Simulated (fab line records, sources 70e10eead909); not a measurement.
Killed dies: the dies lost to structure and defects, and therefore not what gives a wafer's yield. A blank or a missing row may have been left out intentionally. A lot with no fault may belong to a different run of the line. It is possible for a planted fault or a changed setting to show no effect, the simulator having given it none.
The tool behind it: which one? ; flow nand_harc ; 24 lots, 72 wafers sampled, at 6 steps of a route of 1159

== WHAT THE GAUGES SHOWED, per wafer ==
The record lacks any reading of a measuring or inspecting step that a usual standard deviation could be used to judge.

== EACH LOT AND THE TOOL THAT RAN IT (in order: tool; ch and the chambers of the sampled wafers; start) ==
lot;NHARC_A_CONTACT_ETCH_76;NHARC_A_CONTACT_ETCH_126;NHARC_A_CONTACT_STRIP_82;NHARC_A_CONTACT_ETCH_135;NHARC_A_CONTACT_ETCH_137;NHARC_A_CONTACT_ALD_18
L075;rie_diel-04 ch 0,2,3, day 16 12:37 or earlier;har_cap_etch-03 ch 0,1, day 16 12:37;rie_diel-01 ch 0,2,3, day 16 20:16 or earlier;har_cap_etch-02 ch 0,1, day 16 20:16;har_cap_etch-02 ch 0,1, day 16 20:31;ald_metal-03 ch 1,2,3, day 16 22:28
L074;rie_diel-04 ch 1,2, day 16 15:33 or earlier;har_cap_etch-02 ch 0,1, day 16 15:33;rie_diel-03 ch 1,2,3, day 16 22:13 or earlier;har_cap_etch-01 ch 0,1, day 16 22:13;har_cap_etch-01 ch 0,1, day 16 22:28;ald_metal-02 ch 0,2,3, day 17 00:29
L076;rie_diel-04 ch 1,2, day 16 18:19 or earlier;har_cap_etch-01 ch 0,1, day 16 18:19;rie_diel-04 ch 1,3, day 17 01:50 or earlier;har_cap_etch-03 ch 0,1, day 17 01:50;har_cap_etch-03 ch 0,1, day 17 02:10;ald_metal-03 ch 0,1,2, day 17 04:08
L077;rie_diel-03 ch 2,3, day 17 01:04 or earlier;har_cap_etch-02 ch 0,1, day 17 01:04;rie_diel-03 ch 1,2,3, day 17 07:17 or earlier;har_cap_etch-01 ch 0,1, day 17 07:17;har_cap_etch-01 ch 0,1, day 17 07:37;ald_metal-01 ch 0,1, day 17 09:49
L078;rie_diel-03 ch 1,2, day 17 18:58 or earlier;har_cap_etch-03 ch 0,1, day 17 18:58;rie_diel-04 ch 0,1,2, day 18 01:04 or earlier;har_cap_etch-03 ch 0,1, day 18 01:04;har_cap_etch-03 ch 0,1, day 18 01:19;ald_metal-01 ch 0,1,3, day 18 03:17
L080;rie_diel-04 ch 1,2,3, day 18 08:50 or earlier;har_cap_etch-02 ch 0,1, day 18 08:50;rie_diel-04 ch 0,1,2, day 18 18:41 or earlier;har_cap_etch-01 ch 0,1, day 18 18:41;har_cap_etch-01 ch 0,1, day 18 18:56;ald_metal-01 ch 1,2, day 18 20:50
L079;rie_diel-01 ch 1,2,3, day 18 09:03 or earlier;har_cap_etch-01 ch 0,1, day 18 09:03;rie_diel-03 ch 0,1,2, day 18 19:33 or earlier;har_cap_etch-02 ch 0,1, day 18 19:33;har_cap_etch-02 ch 0,1, day 18 19:48;ald_metal-02 ch 0,1,3, day 18 21:47
L083;rie_diel-03 ch 0,2, day 18 17:29 or earlier;har_cap_etch-02 ch 0,1, day 18 17:29;rie_diel-01 ch 1,2, day 19 01:28 or earlier;har_cap_etch-03 ch 1, day 19 01:28;har_cap_etch-03 ch 1, day 19 01:43;ald_metal-02 ch 0,2, day 19 03:31
L082;rie_diel-03 ch 0,1, day 18 18:57 or earlier;har_cap_etch-03 ch 0, day 18 18:57;rie_diel-03 ch 1,2,3, day 19 02:54 or earlier;har_cap_etch-01 ch 0, day 19 02:54;har_cap_etch-01 ch 0, day 19 03:08;ald_metal-03 ch 0,1,3, day 19 04:58
L081;rie_diel-03 ch 1,2,3, day 18 20:38 or earlier;har_cap_etch-01 ch 0,1, day 18 20:38;rie_diel-03 ch 0,2, day 19 04:36 or earlier;har_cap_etch-02 ch 0,1, day 19 04:36;har_cap_etch-02 ch 0,1, day 19 04:51;ald_metal-02 ch 1,2, day 19 06:38
L084;rie_diel-03 ch 0,1,3, day 19 05:58 or earlier;har_cap_etch-03 ch 0,1, day 19 05:58;rie_diel-04 ch 0,2,3, day 19 12:02 or earlier;har_cap_etch-01 ch 0,1, day 19 12:02;har_cap_etch-01 ch 0,1, day 19 12:17;ald_metal-03 ch 0,1,3, day 19 14:10
L085;rie_diel-03 ch 0,3, day 19 15:21 or earlier;har_cap_etch-02 ch 0,1, day 19 15:21;rie_diel-01 ch 0,1,2, day 19 21:42 or earlier;har_cap_etch-02 ch 0,1, day 19 21:42;har_cap_etch-02 ch 0,1, day 19 21:57;ald_metal-01 ch 0,3, day 19 23:47
L086;rie_diel-01 ch 0,3, day 19 16:02 or earlier;har_cap_etch-03 ch 0,1, day 19 16:02;rie_diel-01 ch 0,2,3, day 19 22:50 or earlier;har_cap_etch-03 ch 0,1, day 19 22:50;har_cap_etch-03 ch 0,1, day 19 23:04;ald_metal-01 ch 1,2, day 20 00:53
L087;rie_diel-03 ch 1,2, day 19 17:52 or earlier;har_cap_etch-01 ch 0,1, day 19 17:52;rie_diel-03 ch 1,2,3, day 19 23:58 or earlier;har_cap_etch-01 ch 0,1, day 19 23:58;har_cap_etch-01 ch 0,1, day 20 00:13;ald_metal-03 ch 0,1, day 20 01:59
L089;rie_diel-03 ch 0,1,3, day 20 15:54 or earlier;har_cap_etch-01 ch 1, day 20 15:54;rie_diel-01 ch 0,1,3, day 20 22:37 or earlier;har_cap_etch-02 ch 1, day 20 22:37;har_cap_etch-02 ch 1, day 20 22:52;ald_metal-01 ch 1,3, day 21 01:02
L091;rie_diel-01 ch 1,3, day 20 16:46 or earlier;har_cap_etch-02 ch 0,1, day 20 16:46;rie_diel-04 ch 0,1,3, day 21 01:16 or earlier;har_cap_etch-01 ch 0,1, day 21 01:16;har_cap_etch-01 ch 0,1, day 21 01:31;ald_metal-01 ch 0,3, day 21 03:26
L088;rie_diel-03 ch 0,1,2, day 21 02:34 or earlier;har_cap_etch-03 ch 0,1, day 21 02:34;rie_diel-03 ch 0,1,3, day 21 11:33 or earlier;har_cap_etch-02 ch 0,1, day 21 11:33;har_cap_etch-02 ch 0,1, day 21 11:47;ald_metal-01 ch 0,2,3, day 21 13:43
L090;rie_diel-03 ch 1,2, day 21 04:25 or earlier;har_cap_etch-01 ch 0,1, day 21 04:25;rie_diel-01 ch 0,1,2, day 21 12:45 or earlier;har_cap_etch-01 ch 0,1, day 21 12:45;har_cap_etch-01 ch 0,1, day 21 13:00;ald_metal-03 ch 0,3, day 21 15:00
L093;rie_diel-04 ch 1,3, day 21 07:26 or earlier;har_cap_etch-02 ch 0,1, day 21 07:26;rie_diel-01 ch 0,1,2, day 21 17:45 or earlier;har_cap_etch-02 ch 0,1, day 21 17:45;har_cap_etch-02 ch 0,1, day 21 18:00;ald_metal-01 ch 0,3, day 21 20:50
L092;rie_diel-01 ch 1,2,3, day 21 08:42 or earlier;har_cap_etch-03 ch 0,1, day 21 08:42;rie_diel-03 ch 0,1,2, day 21 18:59 or earlier;har_cap_etch-01 ch 0, day 21 18:59;har_cap_etch-01 ch 0, day 21 19:13;ald_metal-02 ch 1,3, day 21 21:32
L096;rie_diel-03 ch 1,2, day 21 21:20 or earlier;har_cap_etch-02 ch 0,1, day 21 21:20;rie_diel-04 ch 0,1,2, day 22 04:50 or earlier;har_cap_etch-02 ch 0,1, day 22 04:50;har_cap_etch-02 ch 0,1, day 22 05:05;ald_metal-03 ch 0,1, day 22 06:52
L094;rie_diel-03 ch 0,3, day 21 21:42 or earlier;har_cap_etch-01 ch 0,1, day 21 21:42;rie_diel-03 ch 0,2,3, day 22 05:43 or earlier;har_cap_etch-03 ch 0,1, day 22 05:43;har_cap_etch-03 ch 0,1, day 22 06:01;ald_metal-01 ch 0,1, day 22 07:54
L095;rie_diel-03 ch 1,3, day 22 01:50 or earlier;har_cap_etch-03 ch 0,1, day 22 01:50;rie_diel-04 ch 1,2,3, day 22 09:47 or earlier;har_cap_etch-02 ch 0,1, day 22 09:47;har_cap_etch-02 ch 0,1, day 22 10:02;ald_metal-02 ch 1,3, day 22 12:11
L097;rie_diel-03 ch 1,2, day 22 11:52 or earlier;har_cap_etch-01 ch 0,1, day 22 11:52;rie_diel-01 ch 0,2, day 22 18:07 or earlier;har_cap_etch-03 ch 0,1, day 22 18:07;har_cap_etch-03 ch 0,1, day 22 18:22;ald_metal-01 ch 1,2,3, day 22 20:38
- NHARC_A_CONTACT_ETCH_76: etches the open film in N2/H2, target depth 260 nm, time 475.3 s.
- NHARC_A_CONTACT_ETCH_126: etches the open film in C4F8/O2/Ar, time 155 s, target depth 956 nm.
- NHARC_A_CONTACT_STRIP_82: strips in O2.
- NHARC_A_CONTACT_ETCH_135: etches the open film in C4F8/O2/Ar, time 132 s, target depth 1287 nm.
- NHARC_A_CONTACT_ETCH_137: etches the open film in C4F8/O2/Ar, time 132 s, target depth 1287 nm.
- NHARC_A_CONTACT_ALD_18: deposits TiN, target thk 3 nm, pulse time 1 s, ald cycles 150.

== AS READ BY THE TOOLS THEMSELVES (means over the sampled wafers that have a number; for cases with no such wafer, the mark the record gives instead) ==
NHARC_A_CONTACT_ETCH_76. Usual: drypump_motor_current_A 5.6 A, standard deviation 0.4; oes_product_au 0.996 a.u., standard deviation 0.017; rf_vpp_V 429.6 V, standard deviation 2.7; showerhead_plenum_p_Torr 2.00 Torr, standard deviation 0.088; throttle_valve_pct 14.171 %, standard deviation 0.0088.
lot;tool;drypump_motor_current_A (A);oes_product_au (a.u.);rf_vpp_V (V);showerhead_plenum_p_Torr (Torr);throttle_valve_pct (%);flag
L075;rie_diel-04;5.3;0.988;430.1;2.06;14.177;
L074;rie_diel-04;5.7;1.006;429.9;2.04;14.162;
L076;rie_diel-04;5.7;1.003;429.5;2.03;14.165;
L077;rie_diel-03;6.1;0.988;426.5;1.90;14.179;
L078;rie_diel-03;5.7;1.009;430.4;2.02;14.175;
L080;rie_diel-04;5.6;1.002;430.2;2.03;14.174;
L079;rie_diel-01;5.5;1.000;431.1;2.05;14.175;
L083;rie_diel-03;5.5;1.003;428.7;1.96;14.163;
L082;rie_diel-03;5.2;0.987;430.6;2.02;14.175;
L081;rie_diel-03;5.8;0.995;428.8;1.97;14.165;
L084;rie_diel-03;5.4;0.986;430.7;2.00;14.170;
L085;rie_diel-03;5.3;0.988;428.1;1.96;14.166;
L086;rie_diel-01;5.5;0.996;430.8;2.02;14.174;
L087;rie_diel-03;5.9;1.020;428.4;1.95;14.175;
L089;rie_diel-03;5.4;0.970;428.9;1.99;14.170;
L091;rie_diel-01;5.2;1.001;431.5;2.09;14.172;
L088;rie_diel-03;5.6;1.007;428.7;1.98;14.163;
L090;rie_diel-03;5.9;1.007;428.1;1.95;14.170;
L093;rie_diel-04;5.7;0.978;431.6;2.04;14.171;
L092;rie_diel-01;5.5;0.997;431.6;2.04;14.173;
L096;rie_diel-03;5.7;0.999;430.2;2.01;14.162;
L094;rie_diel-03;5.3;0.991;428.8;1.96;14.172;
L095;rie_diel-03;5.5;0.996;429.5;2.03;14.173;
L097;rie_diel-03;5.7;1.002;429.5;2.01;14.171;

NHARC_A_CONTACT_STRIP_82. Usual: drypump_motor_current_A 5.6 A, standard deviation 0.4; o2_flow_sccm 500.1 sccm, standard deviation 1.7; oes_product_au 0.996 a.u., standard deviation 0.015; rf_vpp_V 57.6 V, standard deviation 0.82; showerhead_plenum_p_Torr 3.50 Torr, standard deviation 0.14; throttle_valve_pct 17.035 %, standard deviation 0.0086.
lot;tool;drypump_motor_current_A (A);o2_flow_sccm (sccm);oes_product_au (a.u.);rf_vpp_V (V);showerhead_plenum_p_Torr (Torr);throttle_valve_pct (%);flag
L075;rie_diel-01;5.6;499.4;1.004;57.0;3.50;17.026;
L074;rie_diel-03;5.8;500.1;0.974;58.4;3.42;17.033;
L076;rie_diel-04;5.8;501.0;1.007;57.7;3.55;17.036;
L077;rie_diel-03;5.8;500.4;0.993;58.0;3.41;17.038;
L078;rie_diel-04;5.4;501.2;1.011;57.4;3.56;17.037;
L080;rie_diel-04;5.5;502.1;1.014;57.8;3.55;17.038;
L079;rie_diel-03;5.6;500.1;0.991;57.4;3.44;17.037;
L083;rie_diel-01;5.6;500.5;0.998;58.4;3.69;17.034;
L082;rie_diel-03;5.8;499.2;0.988;57.0;3.41;17.032;
L081;rie_diel-03;5.8;500.2;1.020;57.2;3.34;17.038;
L084;rie_diel-04;5.3;499.3;1.000;57.9;3.55;17.029;
L085;rie_diel-01;5.7;497.8;1.009;58.1;3.63;17.035;
L086;rie_diel-01;5.7;499.5;0.998;57.3;3.49;17.046;
L087;rie_diel-03;5.8;499.5;0.983;57.0;3.41;17.029;
L089;rie_diel-01;5.4;500.1;0.994;58.1;3.55;17.034;
L091;rie_diel-04;5.5;498.0;0.996;57.6;3.58;17.027;
L088;rie_diel-03;5.4;499.6;0.982;56.7;3.46;17.043;
L090;rie_diel-01;5.8;500.6;0.997;58.7;3.62;17.028;
L093;rie_diel-01;5.8;500.5;1.001;58.4;3.62;17.029;
L092;rie_diel-03;5.6;499.2;0.996;57.1;3.44;17.032;
L096;rie_diel-04;5.5;500.5;0.998;57.4;3.53;17.039;
L094;rie_diel-03;5.7;501.1;0.996;57.7;3.35;17.028;
L095;rie_diel-04;5.6;500.5;0.984;57.4;3.49;17.035;
L097;rie_diel-01;5.9;502.8;0.989;58.3;3.57;17.035;

NHARC_A_CONTACT_ALD_18. Usual: heater_power_w 1047 W, standard deviation 110; precursor_pulse_height_rel 1.003, standard deviation 0.02.
lot;tool;heater_power_w (W);precursor_pulse_height_rel;flag
L075;ald_metal-03;967;1.007;
L074;ald_metal-02;1028;1.011;
L076;ald_metal-03;973;0.988;
L077;ald_metal-01;1037;1.006;
L078;ald_metal-01;1036;0.995;
L080;ald_metal-01;1072;1.002;
L079;ald_metal-02;1088;0.996;
L083;ald_metal-02;1133;1.026;
L082;ald_metal-03;1003;0.997;
L081;ald_metal-02;1310;1.018;
L084;ald_metal-03;1003;0.986;
L085;ald_metal-01;1022;1.004;
L086;ald_metal-01;1079;1.011;
L087;ald_metal-03;1021;1.002;
L089;ald_metal-01;1001;1.022;
L091;ald_metal-01;1028;0.978;
L088;ald_metal-01;1080;0.992;
L090;ald_metal-03;1045;1.000;
L093;ald_metal-01;1014;1.008;
L092;ald_metal-02;1132;1.021;
L096;ald_metal-03;1055;0.991;
L094;ald_metal-01;1032;1.004;
L095;ald_metal-02;1126;0.996;
L097;ald_metal-01;1053;0.997;

== THE ANSWER, worked out from the rows above alone ==
Rule: lot off if the mean of its wafers having a number is beyond 3 standard deviations from the usual mean. A lot without any number at a reading at which 4 lots or more have one is off too. Where the step has rows for the other lots, those lots are counted as sound. First the gauges in route order, then the tools' own readings, where a lot's mean is used as printed above. The first step at which some lot is off is used, and at that step the reading that is off furthest; a lot without a number counts as furthest.
No lot is off at any reading shown: from this, nothing can be told.

== WHAT THE SIMULATOR HAD PUT IN ==
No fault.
